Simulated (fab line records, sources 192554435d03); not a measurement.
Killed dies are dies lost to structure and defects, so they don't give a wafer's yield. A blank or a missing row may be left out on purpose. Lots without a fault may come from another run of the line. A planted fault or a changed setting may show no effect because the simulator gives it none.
fab line records | flow n5_finfet
record lots=24 wafers=72 last_day=17
route steps=1938 shown BEOL_M1@773
lots that met no fault: from a run of the same line without faults
start_h: hours from the record's first day to the start of the lot's first wafer shown | wait_h: hours since the lot's step before | " the same as in the row above | L1.1+2: a row that stands for several wafers | - no value, or no start given | * or withheld: withheld | < > ~ a bound
route shown NAME@n: a module of which the file shows steps, and the number in the route of the first | usual: mean/standard deviation of fault-free wafers | same: alike in all rows | chamber/n: place in a boat | sites: the reading at each site | _std_site: their standard deviation | _edge_site: outer sites' mean less inner sites' | radius_mm: how far each site lies from the wafer's centre | mask NAME#n: copy n | behind: the tool/chamber that last shaped the wafer | hold: why the lot was held/for how many hours/how that ended | device: the transistor (n, p or np) that didn't switch | end of line: the same wafers' tests at the end of the route | a step without rows: its recipe alone | killed: dies lost to structure and defects at the first sort, not the wafer's yield | map: a wafer's dies, x killed, . not, _ none there
set.NAME: the setting as run; set.NAME@STEP: as run at that earlier step | model.NAME: the simulator's own value behind a step, which no gauge read
steps of the route over a sample of lots; a table a step, a row a wafer
services: from which hour (start_h, from the record's first day; less than 0 if before it) a tool's chamber was out of use, for how many hours, and why
## steps
# step N5_BEOL_M1_STRIP_66
# recipe chemistry=CF4 resist=SiARC power_w=300 bias_power_w=75 pressure_mtorr=50 cf4_flow_sccm=150 rf_frequency_hz=6e+07
# usual drypump_motor_current_A=5.4/0.46 oes_product_au=0.79/0.095 rf_vpp_V=271.3/1.5 showerhead_plenum_p_Torr=1.81/0.062 throttle_valve_pct=13.56/0.3
# columns lot.wafer tool chamber start_h wait_h drypump_motor_current_A oes_product_au rf_hours_counter_h rf_vpp_V showerhead_plenum_p_Torr throttle_valve_pct
L074.1 rie_diel-02 3 122.82 0.0 5.0 0.88 23 270.1 1.78 13.57
L074.3 " 0 " " 6.4 0.69 230 271.6 1.83 13.46
L074.6 " 2 " " 5.1 0.73 - 271.3 1.78 13.47
L075.1 rie_diel-02 0 133.00 0.0 6.5 0.69 234 273.2 1.83 13.48
L075.3 " 3 " " 5.0 0.88 26 271.5 1.78 13.55
L075.6 " 3 " " 5.0 0.88 - 271.6 1.78 13.57
L076.1 rie_diel-04 0 137.15 0.0 5.4 0.98 1 269.9 1.77 13.24
L076.4 " 1 " " 5.1 0.69 236 272.2 1.83 13.63
L076.6 " 3 " " 5.9 0.71 - 269.6 1.73 14.04
L077.2 rie_diel-02 0 156.59 0.0 6.5 0.68 242 270.6 1.82 13.50
L077.3 " 2 " " 5.1 0.71 197 272.6 1.78 13.51
L077.5 " 3 " " 5.0 0.88 - 270.8 1.77 13.57
L079.2 rie_diel-01 3 158.82 0.0 5.7 0.70 186 272.4 1.87 13.67
L079.4 " 3 " " 5.7 0.69 - 272.4 1.87 13.69
L079.6 " 0 " " 5.3 0.83 - 273.8 1.88 13.44
L078.1 rie_diel-04 2 158.88 0.0 4.7 0.91 15 274.9 1.92 13.35
L078.2 " 3 " " 5.9 0.70 207 269.7 1.73 14.05
L078.5 " 3 " " 5.9 0.70 - 269.2 1.73 14.06
L080.1 rie_diel-02 1 158.89 0.0 5.6 0.74 152 273.1 1.88 13.80
L080.4 " 3 " " 5.0 0.87 35 270.7 1.77 13.57
L080.5 " 3 " " 4.9 0.87 - 269.6 1.77 13.56
L081.3 rie_diel-01 0 167.07 0.0 5.3 0.82 74 272.3 1.88 13.45
L081.5 " 3 " " 5.7 0.69 - 271.2 1.87 13.71
L081.6 " 0 " " 5.4 0.82 - 273.5 1.88 13.46
L082.1 rie_diel-02 0 167.11 0.0 6.5 0.68 245 272.5 1.82 13.50
L082.2 " 2 " " 5.1 0.71 202 271.4 1.78 13.51
L082.5 " 1 " " 5.6 0.73 - 273.6 1.88 13.82
L083.2 rie_diel-01 1 176.04 0.0 5.9 0.99 2 272.1 1.75 12.94
L083.3 " 0 " " 5.3 0.81 76 272.0 1.88 13.46
L083.4 " 2 " " 5.4 0.72 178 271.3 1.78 13.74
L084.1 rie_diel-04 3 179.99 0.0 5.9 0.70 214 268.3 1.72 14.07
L084.2 " 0 " " 5.4 0.93 15 272.1 1.76 13.29
L084.3 " 2 " " 4.7 0.89 23 273.0 1.91 13.36
L085.1 rie_diel-04 2 190.41 0.0 4.7 0.88 26 273.2 1.91 13.39
L085.2 " 0 " " 5.4 0.91 19 269.6 1.76 13.30
L085.3 " 3 " " 5.9 0.69 217 269.8 1.72 14.07
L086.1 rie_diel-02 3 192.81 0.0 4.9 0.85 46 270.6 1.77 13.60
L086.2 " 2 " " 5.1 0.70 210 269.0 1.77 13.52
L086.4 " 3 " " 5.0 0.85 - 270.0 1.77 13.60
L087.1 rie_diel-04 1 203.96 0.0 5.1 0.97 2 272.5 1.83 13.10
L087.5 " 2 " " 4.7 0.87 - 273.2 1.91 13.40
L087.6 " 3 " " 5.9 0.70 - 269.8 1.72 14.08
L088.2 rie_diel-01 0 209.70 0.0 5.3 0.80 87 272.2 1.88 13.49
L088.3 " 2 " " 5.4 0.70 188 270.7 1.77 13.76
L088.5 " 1 " " 6.0 0.95 - 269.4 1.75 12.97
L089.2 rie_diel-02 1 216.19 0.0 5.6 0.73 170 272.6 1.88 13.85
L089.5 " 2 " " 5.1 0.70 - 270.1 1.77 13.53
L089.6 " 1 " " 5.6 0.72 - 272.9 1.88 13.83
L090.1 rie_diel-02 1 219.90 0.0 5.6 0.73 171 272.0 1.88 13.86
L090.3 " 2 " " 5.1 0.70 218 272.1 1.77 13.54
L090.4 " 0 " " 6.5 0.93 5 272.2 1.82 12.94
L091.1 rie_diel-04 2 221.67 0.0 4.8 0.86 36 272.9 1.91 13.38
L091.2 " 3 " " 5.9 0.69 227 268.9 1.72 14.10
L091.6 " 0 " " 5.4 0.90 - 270.4 1.76 13.30
L092.1 rie_diel-04 1 232.06 0.0 5.1 0.94 11 270.8 1.83 13.11
L092.2 " 2 " " 4.7 0.86 40 272.8 1.91 13.42
L092.4 " 3 " " 5.9 0.69 231 268.8 1.72 14.12
L093.2 rie_diel-02 2 238.93 0.0 5.1 0.69 225 270.6 1.77 13.57
L093.5 " 2 " " 5.1 0.70 - 270.5 1.77 13.55
L093.6 " 3 " " 4.9 0.83 - 269.1 1.77 13.63
L094.3 rie_diel-02 1 244.08 0.0 5.6 0.71 181 273.2 1.87 13.87
L094.4 " 3 " " 5.0 0.83 - 268.5 1.77 13.63
L094.5 " 1 " " 5.5 0.71 - 271.9 1.87 13.87
L095.1 rie_diel-04 1 247.15 0.0 5.1 0.92 15 272.3 1.83 13.13
L095.2 " 0 " " 5.4 0.88 37 268.6 1.76 13.33
L095.6 " 1 " " 5.1 0.93 - 272.4 1.83 13.12
L096.1 rie_diel-04 3 251.50 0.0 5.9 0.68 237 268.8 1.72 14.14
L096.2 " 0 " " 5.4 0.87 38 271.0 1.76 13.33
L096.5 " 3 " " 5.9 0.68 - 268.6 1.72 14.12
L097.1 rie_diel-01 2 258.66 0.0 5.4 0.69 202 271.4 1.77 13.78
L097.2 " 3 " " 5.7 0.68 218 271.7 1.86 13.76
L097.5 " 1 " " 6.0 0.91 - 269.2 1.75 13.02
# step N5_BEOL_M1_DESCUM_33
# recipe chemistry=O2 time_s=7 source_power_w=50 bias_power_w=20 pressure_mtorr=20 rf_frequency_hz=2.712e+07 temp_c=40 resist=CAR-EUV o2_flow_sccm=225
# usual drypump_motor_current_A=5.5/0.46 oes_product_au=0.80/0.1 rf_vpp_V=243.5/1.4 showerhead_plenum_p_Torr=2.11/0.067 throttle_valve_pct=20.34/0.25
# columns lot.wafer tool chamber start_h wait_h drypump_motor_current_A oes_product_au rf_hours_counter_h rf_vpp_V showerhead_plenum_p_Torr throttle_valve_pct
L074.1 rie_diel-01 1 123.70 0.0 6.0 0.67 240 243.9 2.06 20.33
L074.3 " 0 " " 5.3 0.86 58 242.9 2.22 20.40
L074.6 " 0 " " 5.3 0.86 - 246.1 2.22 20.40
L075.1 rie_diel-04 3 133.77 0.0 5.9 0.71 199 240.8 2.00 20.81
L075.3 " 2 " " 4.7 0.95 7 244.8 2.22 20.10
L075.6 " 1 " " 5.1 0.70 - 245.5 2.13 20.30
L076.1 rie_diel-01 0 138.08 0.0 5.3 0.86 63 243.7 2.22 20.41
L076.4 " 2 " " 5.4 0.72 164 243.1 2.09 20.53
L076.6 " 3 " " 5.7 0.71 - 244.0 2.16 20.29
L077.2 rie_diel-01 2 157.28 0.0 5.5 0.72 170 243.0 2.09 20.55
L077.3 " 3 " " 5.7 0.71 185 243.8 2.16 20.30
L077.5 " 3 " " 5.7 0.71 - 244.5 2.16 20.30
L079.2 rie_diel-02 1 159.61 0.0 5.6 0.76 152 243.6 2.18 20.52
L079.4 " 3 " " 4.9 0.88 35 242.8 2.04 20.38
L079.6 " 0 " " 6.6 0.69 - 244.5 2.13 20.21
L078.1 rie_diel-01 0 159.80 0.0 5.4 0.84 70 244.6 2.22 20.42
L078.2 " 2 " " 5.5 0.71 172 242.8 2.09 20.54
L078.5 " 2 " " 5.4 0.71 - 243.1 2.09 20.55
L080.1 rie_diel-02 1 159.85 0.0 5.6 0.76 152 243.7 2.18 20.54
L080.4 " 3 " " 4.9 0.88 35 242.9 2.04 20.37
L080.5 " 0 " " 6.5 0.69 - 244.1 2.13 20.21
L081.3 rie_diel-02 2 167.86 0.0 5.1 0.73 202 244.5 2.08 20.30
L081.5 " 0 " " 6.5 0.69 - 244.3 2.13 20.21
L081.6 " 1 " " 5.6 0.76 - 244.8 2.17 20.52
L082.1 rie_diel-04 0 168.04 0.0 5.4 0.95 12 242.3 2.06 20.25
L082.2 " 1 " " 5.1 0.69 247 243.5 2.13 20.33
L082.5 " 0 " " 5.4 0.96 - 242.6 2.06 20.25
L083.2 rie_diel-04 1 176.81 0.1 5.1 0.69 250 245.3 2.13 20.32
L083.3 " 3 " " 5.9 0.71 212 240.5 1.99 20.84
L083.4 " 2 " " 4.7 0.91 21 244.5 2.21 20.15
L084.1 rie_diel-01 3 180.70 0.1 5.7 0.70 194 246.7 2.15 20.31
L084.2 " 0 " " 5.3 0.85 78 245.5 2.22 20.45
L084.3 " 2 " " 5.4 0.72 179 241.7 2.09 20.55
L085.1 rie_diel-02 3 191.08 0.0 5.0 0.87 45 242.2 2.03 20.38
L085.2 " 1 " " 5.6 0.75 162 244.6 2.17 20.53
L085.3 " 2 " " 5.1 0.72 209 243.7 2.08 20.32
L086.1 rie_diel-02 3 193.63 0.0 4.9 0.86 46 241.4 2.03 20.38
L086.2 " 2 " " 5.1 0.72 211 242.6 2.08 20.32
L086.4 " 2 " " 5.1 0.71 - 244.9 2.07 20.32
L087.1 rie_diel-01 1 204.63 0.0 6.0 0.97 8 243.2 2.06 19.87
L087.5 " 1 " " 6.0 0.97 - 242.4 2.06 19.87
L087.6 " 2 " " 5.4 0.71 - 244.0 2.08 20.57
L088.2 rie_diel-01 1 210.77 0.1 6.0 0.95 10 243.2 2.05 19.88
L088.3 " 0 " " 5.4 0.82 87 243.8 2.21 20.45
L088.5 " 2 " " 5.4 0.70 - 244.9 2.08 20.58
L089.2 rie_diel-01 1 218.02 0.0 6.0 0.96 11 242.6 2.05 19.86
L089.5 " 0 " " 5.3 0.81 - 244.7 2.21 20.44
L089.6 " 3 " " 5.7 0.70 - 242.9 2.15 20.34
L090.1 rie_diel-02 2 220.57 0.0 5.1 0.71 218 240.7 2.07 20.33
L090.3 " 3 " " 5.0 0.86 54 241.5 2.03 20.40
L090.4 " 1 " " 5.6 0.74 172 243.1 2.17 20.57
L091.1 rie_diel-02 1 222.60 0.0 5.6 0.74 172 246.0 2.17 20.55
L091.2 " 0 " " 6.4 0.96 6 243.0 2.13 19.76
L091.6 " 0 " " 6.5 0.95 - 246.0 2.13 19.75
L092.1 rie_diel-04 3 232.85 0.0 5.9 0.69 231 240.5 1.98 20.87
L092.2 " 0 " " 5.4 0.90 32 242.2 2.05 20.29
L092.4 " 1 " " 5.1 0.97 11 244.8 2.12 19.94
L093.2 rie_diel-01 1 239.59 0.0 5.9 0.94 18 242.5 2.05 19.88
L093.5 " 0 " " 5.3 0.80 - 244.9 2.21 20.46
L093.6 " 1 " " 5.9 0.94 - 241.7 2.05 19.87
L094.3 rie_diel-04 3 244.74 0.0 5.9 0.68 235 242.8 1.98 20.88
L094.4 " 2 " " 4.7 0.87 44 244.6 2.21 20.18
L094.5 " 2 " " 4.7 0.87 - 246.2 2.21 20.18
L095.1 rie_diel-02 2 247.85 0.0 5.1 0.71 229 242.1 2.07 20.35
L095.2 " 3 " " 5.0 0.83 64 242.6 2.03 20.42
L095.6 " 1 " " 5.6 0.73 - 244.0 2.16 20.58
L096.1 rie_diel-04 2 252.17 0.0 4.7 0.87 45 245.5 2.21 20.18
L096.2 " 1 " " 5.1 0.94 16 243.9 2.12 19.94
L096.5 " 0 " " 5.4 0.88 - 244.0 2.05 20.29
L097.1 rie_diel-02 2 259.47 0.0 5.1 0.70 233 243.7 2.07 20.35
L097.2 " 3 " " 4.9 0.83 68 242.4 2.03 20.42
L097.5 " 0 " " 6.5 0.92 - 243.5 2.13 19.78
# step N5_BEOL_M1_OCD_MEAS_38
# usual trench_depth_nm=55.5/1.3
# columns lot.wafer tool chamber start_h wait_h trench_depth_nm
L074.1 ocd-01 - 125.17 - 56.5
L074.3 " - " " 54.2
L074.6 " - " " 53.7
L075.1 ocd-02 - 136.43 - 55.7
L075.3 " - " " 55.6
L075.6 " - " " 56.1
L076.1 ocd-02 - 139.37 - 56.4
L076.4 " - " " 53.1
L076.6 " - " " 56.9
L077.2 ocd-02 - 158.04 - 57.7
L077.3 " - " " 56.0
L077.5 " - " " 56.8
L079.2 ocd-01 - 161.88 - 54.3
L079.4 " - " " 55.6
L079.6 " - " " 54.1
L078.1 ocd-02 - 162.66 - 55.2
L078.2 " - " " 54.4
L078.5 " - " " 55.2
L080.1 ocd-01 - 163.36 - 53.9
L080.4 " - " " 55.9
L080.5 " - " " 54.0
L081.3 ocd-02 - 170.05 - 53.7
L081.5 " - " " 53.0
L081.6 " - " " 54.8
L082.1 ocd-01 - 170.23 - 54.2
L082.2 " - " " 53.5
L082.5 " - " " 56.2
L083.2 ocd-01 - 179.06 - 55.7
L083.3 " - " " 57.2
L083.4 " - " " 54.5
L084.1 ocd-02 - 182.02 - 56.8
L084.2 " - " " 56.0
L084.3 " - " " 53.7
L085.1 ocd-02 - 191.87 - 55.5
L085.2 " - " " 54.2
L085.3 " - " " 55.8
L086.1 ocd-01 - 195.15 - 54.9
L086.2 " - " " 54.5
L086.4 " - " " 57.8
L087.1 ocd-02 - 205.45 - 55.2
L087.5 " - " " 55.7
L087.6 " - " " 54.0
L088.2 ocd-02 - 215.80 - 55.4
L088.3 " - " " 57.5
L088.5 " - " " 56.3
L089.2 ocd-02 - 220.56 - 58.0
L089.5 " - " " 57.9
L089.6 " - " " 57.3
L090.1 ocd-01 - 221.87 - 56.0
L090.3 " - " " 55.3
L090.4 " - " " 54.0
L091.1 ocd-01 - 223.50 - 55.4
L091.2 " - " " 56.2
L091.6 " - " " 55.5
L092.1 ocd-02 - 234.85 - 55.8
L092.2 " - " " 55.4
L092.4 " - " " 56.1
L093.2 ocd-01 - 240.77 - 57.4
L093.5 " - " " 58.5
L093.6 " - " " 53.9
L094.3 ocd-02 - 246.38 - 53.5
L094.4 " - " " 53.2
L094.5 " - " " 56.0
L095.1 ocd-02 - 250.61 - 55.5
L095.2 " - " " 56.8
L095.6 " - " " 55.0
L096.1 ocd-01 - 254.10 - 58.0
L096.2 " - " " 54.0
L096.5 " - " " 56.9
L097.1 ocd-02 - 261.28 - 56.1
L097.2 " - " " 55.8
L097.5 " - " " 56.8
# step N5_BEOL_M1_SPUTTER_79
# recipe material=Cu target_thk_a=45 temp_c=-20 chamber_pressure_pa=0.07 power_w=withheld time_s=8.29
# usual susceptor_temp_C=-20.00/0.09 throttle_valve_pct=30.2/1.1
# columns lot.wafer tool chamber start_h wait_h susceptor_temp_C throttle_valve_pct
L074.1 pvd_sputter-02 - 126.52 0.1 -20.02 31.5
L074.3 " - " " -20.09 30.2
L074.6 " - " " -19.94 31.6
L075.1 pvd_sputter-01 - 137.66 0.1 -19.96 31.1
L075.3 " - " " -19.97 29.5
L075.6 " - " " -20.05 31.6
L076.1 pvd_sputter-02 - 140.86 0.1 -19.83 28.9
L076.4 " - " " -20.02 29.8
L076.6 " - " " -20.07 31.5
L077.2 pvd_sputter-03 - 159.92 0.1 -19.83 29.1
L077.3 " - " " -19.89 28.3
L077.5 " - " " -20.05 29.0
L079.2 pvd_sputter-01 - 163.49 0.1 -20.01 31.5
L079.4 " - " " -20.00 31.0
L079.6 " - " " -19.86 31.0
L078.1 pvd_sputter-03 - 164.42 0.1 -19.92 29.4
L078.2 " - " " -20.03 31.7
L078.5 " - " " -20.07 28.9
L080.1 pvd_sputter-02 - 164.61 0.1 -19.99 29.2
L080.4 " - " " -20.02 29.0
L080.5 " - " " -19.90 31.4
L081.3 pvd_sputter-02 - 171.64 0.1 -19.99 31.9
L081.5 " - " " -20.03 29.0
L081.6 " - " " -20.11 31.4
L082.1 pvd_sputter-03 - 172.59 0.1 -19.92 30.2
L082.2 " - " " -20.07 31.7
L082.5 " - " " -19.96 28.5
L083.2 pvd_sputter-03 - 180.37 0.1 -20.10 29.4
L083.3 " - " " -19.90 28.4
L083.4 " - " " -19.87 30.1
L084.1 pvd_sputter-02 - 183.72 0.1 -19.95 31.6
L084.2 " - " " -20.16 30.4
L084.3 " - " " -19.95 30.0
L085.1 pvd_sputter-03 - 194.28 0.1 -19.94 29.2
L085.2 " - " " -19.89 28.6
L085.3 " - " " -20.05 30.1
L086.1 pvd_sputter-02 - 196.64 0.1 -19.82 31.4
L086.2 " - " " -19.95 28.8
L086.4 " - " " -19.96 30.4
L087.1 pvd_sputter-02 - 206.94 0.1 -19.92 31.5
L087.5 " - " " -19.93 29.1
L087.6 " - " " -20.07 30.2
L088.2 pvd_sputter-02 - 217.37 0.1 -20.02 31.4
L088.3 " - " " -19.97 30.1
L088.5 " - " " -19.97 30.5
L089.2 pvd_sputter-01 - 222.11 0.1 -20.01 29.5
L089.5 " - " " -20.21 31.0
L089.6 " - " " -20.05 30.7
L090.1 pvd_sputter-02 - 223.11 0.1 -19.95 29.1
L090.3 " - " " -19.87 31.3
L090.4 " - " " -20.03 30.4
L091.1 pvd_sputter-03 - 224.92 0.1 -20.09 30.0
L091.2 " - " " -19.99 29.2
L091.6 " - " " -19.94 29.1
L092.1 pvd_sputter-01 - 236.26 0.1 -19.99 29.6
L092.2 " - " " -19.91 30.8
L092.4 " - " " -19.83 31.0
L093.2 pvd_sputter-03 - 242.40 0.1 -20.02 28.6
L093.5 " - " " -20.03 31.8
L093.6 " - " " -20.05 29.4
L094.3 pvd_sputter-01 - 248.06 0.1 -20.10 29.5
L094.4 " - " " -19.91 31.8
L094.5 " - " " -19.97 31.1
L095.1 pvd_sputter-01 - 252.14 0.1 -19.97 31.7
L095.2 " - " " -19.94 29.5
L095.6 " - " " -19.96 29.5
L096.1 pvd_sputter-03 - 256.45 0.1 -20.13 31.4
L096.2 " - " " -20.04 30.2
L096.5 " - " " -20.12 30.2
L097.1 pvd_sputter-03 - 264.12 0.1 -19.95 30.3
L097.2 " - " " -19.76 31.8
L097.5 " - " " -19.97 28.2
# step N5_BEOL_M1_ANNEAL_80
# recipe temp_c=400 time_s=240 ambient=vacuum
# usual heater_power_w=913/130 susceptor_temp_C=400.00/0.21
# columns lot.wafer tool chamber start_h wait_h heater_power_w susceptor_temp_C
L074.1 pvd_sputter-02 - 126.60 0.0 917 399.91
L074.3 " - " " 781 400.26
L074.6 " - " " 940 400.10
L075.1 pvd_sputter-01 - 137.74 0.0 842 399.87
L075.3 " - " " 896 399.90
L075.6 " - " " 1019 400.21
L076.1 pvd_sputter-02 - 140.94 0.0 1136 399.63
L076.4 " - " " 897 399.95
L076.6 " - " " 925 399.73
L077.2 pvd_sputter-03 - 160.00 0.0 956 399.82
L077.3 " - " " 779 399.99
L077.5 " - " " 934 400.12
L079.2 pvd_sputter-01 - 163.57 0.0 1011 400.10
L079.4 " - " " 850 400.47
L079.6 " - " " 1055 400.04
L078.1 pvd_sputter-03 - 164.50 0.0 961 399.72
L078.2 " - " " 979 400.04
L078.5 " - " " 965 399.61
L080.1 pvd_sputter-02 - 164.69 0.0 1152 400.26
L080.4 " - " " 1124 400.30
L080.5 " - " " 927 400.16
L081.3 pvd_sputter-02 - 171.72 0.0 906 399.70
L081.5 " - " " 1147 399.99
L081.6 " - " " 917 399.95
L082.1 pvd_sputter-03 - 172.67 0.0 705 399.81
L082.2 " - " " 951 399.72
L082.5 " - " " 793 399.91
L083.2 pvd_sputter-03 - 180.45 0.0 963 400.32
L083.3 " - " " 786 399.76
L083.4 " - " " 689 399.69
L084.1 pvd_sputter-02 - 183.80 0.0 922 400.03
L084.2 " - " " 760 399.73
L084.3 " - " " 903 400.26
L085.1 pvd_sputter-03 - 194.36 0.0 980 399.61
L085.2 " - " " 768 400.10
L085.3 " - " " 675 400.08
L086.1 pvd_sputter-02 - 196.72 0.0 947 400.03
L086.2 " - " " 1169 399.55
L086.4 " - " " 760 399.95
L087.1 pvd_sputter-02 - 207.02 0.0 930 399.81
L087.5 " - " " 1164 400.16
L087.6 " - " " 763 399.67
L088.2 pvd_sputter-02 - 217.45 0.0 947 400.08
L088.3 " - " " 779 400.14
L088.5 " - " " 768 399.96
L089.2 pvd_sputter-01 - 222.19 0.0 884 400.04
L089.5 " - " " 832 399.80
L089.6 " - " " 1078 400.37
L090.1 pvd_sputter-02 - 223.19 0.0 1139 400.10
L090.3 " - " " 912 399.91
L090.4 " - " " 781 399.58
L091.1 pvd_sputter-03 - 225.00 0.0 705 400.04
L091.2 " - " " 946 399.87
L091.6 " - " " 952 399.89
L092.1 pvd_sputter-01 - 236.34 0.0 891 399.97
L092.2 " - " " 839 399.66
L092.4 " - " " 1046 400.37
L093.2 pvd_sputter-03 - 242.48 0.0 781 400.15
L093.5 " - " " 965 400.13
L093.6 " - " " 944 400.11
L094.3 pvd_sputter-01 - 248.14 0.0 881 400.28
L094.4 " - " " 1033 399.87
L094.5 " - " " 833 399.86
L095.1 pvd_sputter-01 - 252.22 0.0 1012 399.80
L095.2 " - " " 895 399.90
L095.6 " - " " 890 399.75
L096.1 pvd_sputter-03 - 256.53 0.0 954 400.04
L096.2 " - " " 684 400.37
L096.5 " - " " 691 400.15
L097.1 pvd_sputter-03 - 264.20 0.0 678 400.00
L097.2 " - " " 952 400.29
L097.5 " - " " 779 399.65
# step N5_BEOL_M1_SPUTTER_88
# recipe material=Cu target_thk_a=45 temp_c=-20 chamber_pressure_pa=0.07 power_w=withheld time_s=8.29
# usual susceptor_temp_C=-20.00/0.099 throttle_valve_pct=30.2/1.1
# columns lot.wafer tool chamber start_h wait_h susceptor_temp_C throttle_valve_pct
L074.1 pvd_sputter-02 - 127.18 0.1 -20.10 31.5
L074.3 " - " " -19.90 30.3
L074.6 " - " " -20.13 31.4
L075.1 pvd_sputter-01 - 138.32 0.1 -20.00 30.9
L075.3 " - " " -20.00 29.8
L075.6 " - " " -19.98 31.5
L076.1 pvd_sputter-02 - 141.52 0.1 -20.23 29.3
L076.4 " - " " -19.84 30.0
L076.6 " - " " -19.96 31.5
L077.2 pvd_sputter-03 - 160.58 0.1 -19.85 29.2
L077.3 " - " " -19.79 28.5
L077.5 " - " " -20.08 29.1
L079.2 pvd_sputter-01 - 164.15 0.1 -20.08 31.4
L079.4 " - " " -19.99 30.9
L079.6 " - " " -19.99 31.0
L078.1 pvd_sputter-03 - 165.08 0.1 -20.13 29.4
L078.2 " - " " -20.11 31.5
L078.5 " - " " -19.90 29.2
L080.1 pvd_sputter-02 - 165.27 0.1 -20.06 29.1
L080.4 " - " " -20.11 29.0
L080.5 " - " " -19.94 31.5
L081.3 pvd_sputter-02 - 172.30 0.1 -20.05 31.1
L081.5 " - " " -20.01 29.3
L081.6 " - " " -19.99 31.6
L082.1 pvd_sputter-03 - 173.25 0.1 -20.07 30.1
L082.2 " - " " -20.09 31.9
L082.5 " - " " -19.94 28.4
L083.2 pvd_sputter-03 - 181.03 0.1 -19.94 29.4
L083.3 " - " " -20.05 28.1
L083.4 " - " " -20.03 30.3
L084.1 pvd_sputter-02 - 184.38 0.1 -19.86 31.3
L084.2 " - " " -20.00 30.3
L084.3 " - " " -19.93 29.7
L085.1 pvd_sputter-03 - 194.94 0.1 -19.97 29.1
L085.2 " - " " -19.88 28.6
L085.3 " - " " -19.90 30.4
L086.1 pvd_sputter-02 - 197.30 0.1 -19.99 31.7
L086.2 " - " " -20.21 29.0
L086.4 " - " " -19.89 30.3
L087.1 pvd_sputter-02 - 207.60 0.1 -20.00 31.5
L087.5 " - " " -20.12 28.9
L087.6 " - " " -19.91 30.4
L088.2 pvd_sputter-02 - 218.03 0.1 -20.10 31.7
L088.3 " - " " -20.03 30.4
L088.5 " - " " -20.06 30.1
L089.2 pvd_sputter-01 - 222.77 0.1 -19.95 29.3
L089.5 " - " " -19.98 31.0
L089.6 " - " " -20.18 30.9
L090.1 pvd_sputter-02 - 223.77 0.1 -19.98 28.9
L090.3 " - " " -20.01 31.3
L090.4 " - " " -19.85 30.5
L091.1 pvd_sputter-03 - 225.58 0.1 -20.04 30.4
L091.2 " - " " -19.87 29.1
L091.6 " - " " -19.95 29.0
L092.1 pvd_sputter-01 - 236.92 0.1 -19.97 29.5
L092.2 " - " " -19.98 30.8
L092.4 " - " " -19.94 31.1
L093.2 pvd_sputter-03 - 243.06 0.1 -20.15 28.4
L093.5 " - " " -20.00 31.9
L093.6 " - " " -20.08 29.0
L094.3 pvd_sputter-01 - 248.72 0.1 -20.00 29.4
L094.4 " - " " -20.15 31.6
L094.5 " - " " -19.84 30.9
L095.1 pvd_sputter-01 - 252.80 0.1 -20.04 31.5
L095.2 " - " " -20.15 29.6
L095.6 " - " " -19.98 29.5
L096.1 pvd_sputter-03 - 257.11 0.1 -19.97 31.5
L096.2 " - " " -20.10 30.4
L096.5 " - " " -19.96 30.4
L097.1 pvd_sputter-03 - 264.78 0.1 -19.92 30.3
L097.2 " - " " -20.06 31.6
L097.5 " - " " -19.87 28.3
## services
# columns tool chamber start_h hours kind
rie_diel-04 0 116.36 - clean
rie_diel-04 0 116.36 - consumable_replace:focus_ring
rie_diel-04 0 116.36 15.9 scheduled_down
rie_diel-04 0 116.36 15.9 vent_cycle
rie_diel-01 1 151.64 - clean
rie_diel-01 1 151.64 - consumable_replace:focus_ring
rie_diel-01 1 151.64 17.7 scheduled_down
rie_diel-01 1 151.64 17.7 vent_cycle
rie_diel-04 1 178.16 - clean
rie_diel-04 1 178.16 - consumable_replace:focus_ring
rie_diel-04 1 178.16 17.2 scheduled_down
rie_diel-04 1 178.16 17.2 vent_cycle
rie_diel-02 0 185.57 - clean
rie_diel-02 0 185.57 - consumable_replace:focus_ring
rie_diel-02 0 185.57 15.5 scheduled_down
rie_diel-02 0 185.57 15.5 vent_cycle
rie_diel-01 1 187.31 5.4 repair
rie_diel-02 0 227.10 2.8 repair
rie_diel-02 1 264.14 12.0 repair
## key
fault none
